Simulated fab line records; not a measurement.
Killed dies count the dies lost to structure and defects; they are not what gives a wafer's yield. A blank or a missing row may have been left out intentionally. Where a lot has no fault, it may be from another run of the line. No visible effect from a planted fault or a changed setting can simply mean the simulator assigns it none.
Split-lot experiment + flow n5Finfet + 7 lots, 39 wafers read, on a route of 1938 steps

THE SPLIT ITSELF
At N5_PMOS_HMC_CHANNEL_EPI_HM_DEP_34 (deposits SiO2 from TEOS/O2, target thk 36 nm, time 6.9 s), the setting targetThkA was moved away from the recipe's 360 angstrom on 12 of the 39 wafers read, by -53.4% to +53.1%. For the rest of the wafers, this setting stayed at what the recipe calls for.

FROM THE SPLIT TO THE READING: what the file shows between them, 4 steps
- N5_PMOS_HMC_CHANNEL_EPI_COAT_31: time 60 s, resist thk 66 nm
- N5_PMOS_HMC_CHANNEL_EPI_COAT_03: resist thk 205 nm
- N5_PMOS_HMC_CHANNEL_EPI_STRIP_33: strips in N2/H2
- N5_PMOS_HMC_CHANNEL_EPI_STRIP_17: strips in SPM, time 750 s

THE READING
SiO2_of_PMOS_HMC_CHANNEL_EPI_HM_DEP_34.thkNm (the simulator's own value, which no gauge read), in nm, at N5_PMOS_HMC_CHANNEL_EPI_ETCH_38 (etches SiO2 in CF4, target depth 1.5 nm). No usual value for it is given in the file. Across the 27 wafers here that went through the recipe, the average is 34.45 nm and the standard deviation 0.43 nm.

| wafer  | tool, chamber at the split | targetThkA as run, angstrom | against the recipe | SiO2_of_PMOS_HMC_CHANNEL_EPI_HM_DEP_34.thkNm, nm | against lot-mates on the recipe |
|--------|----------------------------|-----------------------------|--------------------|--------------------------------------------------|---------------------------------|
| L077.1 | pecvd-03, 1                | 360                         | recipe             | 33.9                                             | -                               |
| L077.2 | pecvd-03, 2                | 551.1                       | +53.1%             | 53.14                                            | +18.63                          |
| L077.3 | pecvd-03, 0                | 551.1                       | +53.1%             | 53.08                                            | +18.57                          |
| L077.4 | pecvd-03, 0                | 551.1                       | +53.1%             | 53.69                                            | +19.18                          |
| L077.5 | pecvd-03, 1                | 360                         | recipe             | 34.44                                            | -                               |
| L077.6 | pecvd-03, 2                | 360                         | recipe             | 35.19                                            | -                               |
| L079.1 | pecvd-01, 1                | 298                         | -17.2%             | 28.28                                            | -6.56                           |
| L079.2 | pecvd-01, 0                | 360                         | recipe             | 34.82                                            | -                               |
| L079.3 | pecvd-01, 1                | 298                         | -17.2%             | 28.99                                            | -5.85                           |
| L079.4 | pecvd-01, 0                | 360                         | recipe             | 34.57                                            | -                               |
| L079.5 | pecvd-01, 1                | 298                         | -17.2%             | 29.2                                             | -5.64                           |
| L079.6 | pecvd-01, 0                | 360                         | recipe             | 35.14                                            | -                               |
| L082.1 | pecvd-03, 2                | 423.1                       | +17.5%             | 39.72                                            | +5.55                           |
| L082.2 | pecvd-03, 0                | 423.1                       | +17.5%             | 39.96                                            | +5.79                           |
| L082.3 | pecvd-03, 1                | 423.1                       | +17.5%             | 40.03                                            | +5.86                           |
| L082.4 | pecvd-03, 1                | 360                         | recipe             | 34.11                                            | -                               |
| L082.5 | pecvd-03, 2                | 360                         | recipe             | 34.39                                            | -                               |
| L082.6 | pecvd-03, 0                | 360                         | recipe             | 34                                               | -                               |
| L089.1 | pecvd-03, 1                | 360                         | recipe             | 34.5                                             | -                               |
| L089.2 | pecvd-03, 2                | 360                         | recipe             | 34.33                                            | -                               |
| L089.3 | pecvd-03, 0                | 360                         | recipe             | 34.19                                            | -                               |
| L089.4 | pecvd-03, 1                | 360                         | recipe             | 34.76                                            | -                               |
| L089.5 | pecvd-03, 2                | 360                         | recipe             | 34.96                                            | -                               |
| L089.6 | pecvd-03, 0                | 360                         | recipe             | 34.63                                            | -                               |
| L090.1 | pecvd-01, 1                | 360                         | recipe             | 33.91                                            | -                               |
| L090.2 | pecvd-01, 0                | 360                         | recipe             | 33.46                                            | -                               |
| L090.3 | pecvd-01, 2                | 360                         | recipe             | 33.78                                            | -                               |
| L090.4 | pecvd-01, 2                | 360                         | recipe             | 34.57                                            | -                               |
| L090.5 | pecvd-01, 0                | 360                         | recipe             | 34.23                                            | -                               |
| L090.6 | pecvd-01, 1                | 360                         | recipe             | 34.58                                            | -                               |
| L091.1 | pecvd-03, 1                | 360                         | recipe             | 34.5                                             | -                               |
| L091.2 | pecvd-03, 2                | 167.8                       | -53.4%             | 15.41                                            | -19.42                          |
| L091.3 | pecvd-03, 0                | 360                         | recipe             | 34.72                                            | -                               |
| L091.4 | pecvd-03, 2                | 360                         | recipe             | 35.28                                            | -                               |
| L091.5 | pecvd-03, 1                | 167.8                       | -53.4%             | 15.87                                            | -18.96                          |
| L091.6 | pecvd-03, 0                | 167.8                       | -53.4%             | 15.44                                            | -19.39                          |
| L093.3 | pecvd-01, 1                | 360                         | recipe             | 34.22                                            | -                               |
| L093.4 | pecvd-01, 1                | 360                         | recipe             | 34.47                                            | -                               |
| L093.6 | pecvd-01, 0                | 360                         | recipe             | 34.59                                            | -                               |

FIT RESULTS
A straight line over all 39 wafers: SiO2_of_PMOS_HMC_CHANNEL_EPI_HM_DEP_34.thkNm changes by +0.351 nm for each +1% of targetThkA; r = +1.00; the points scatter about the line by 0.46 nm.
The same after taking each lot's own level away (the mean of its wafers on the recipe; 39 wafers): +0.356 nm for each +1%; r = +1.00; scatter 0.35 nm.
The reading moves by 19 nm for the largest change in targetThkA, on that fit.
From 34.088 to 34.843 nm: that is the span of the lots' own levels, equal to 1.8 times the standard deviation above.
The two slopes are in agreement: the lot-to-lot level therefore moves the slope only a little.
Check: for one of the wafers moved furthest among these (-53.4%), held out of the fit, the line's prediction against its lot-mates is -19 nm. Against them it came out at -19.4 nm.

THE WHOLE CHAIN: every reading that the file lists as answering this split, in the file's order
| step                              | what it does                                             | reading                                                                                       | change (the file's fit)               | r (the file's) |
|-----------------------------------|----------------------------------------------------------|-----------------------------------------------------------------------------------------------|---------------------------------------|----------------|
| N5_PMOS_HMC_CHANNEL_EPI_HM_DEP_34 | deposits SiO2 from TEOS/O2, target thk 36 nm, time 6.9 s | SiO2_of_PMOS_HMC_CHANNEL_EPI_HM_DEP_34.thkNm (the simulator's own value, which no gauge read) | +0.355 nm for each +1% of the setting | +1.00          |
| N5_PMOS_HMC_CHANNEL_EPI_ETCH_38   | etches SiO2 in CF4, target depth 1.5 nm                  | SiO2_of_PMOS_HMC_CHANNEL_EPI_HM_DEP_34.thkNm (the simulator's own value, which no gauge read) | +0.356 nm for each +1% of the setting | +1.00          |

THE FILE'S OWN FIT
SiO2_of_PMOS_HMC_CHANNEL_EPI_HM_DEP_34.thkNm changes by +0.356 nm for each +1% of targetThkA, r = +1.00.
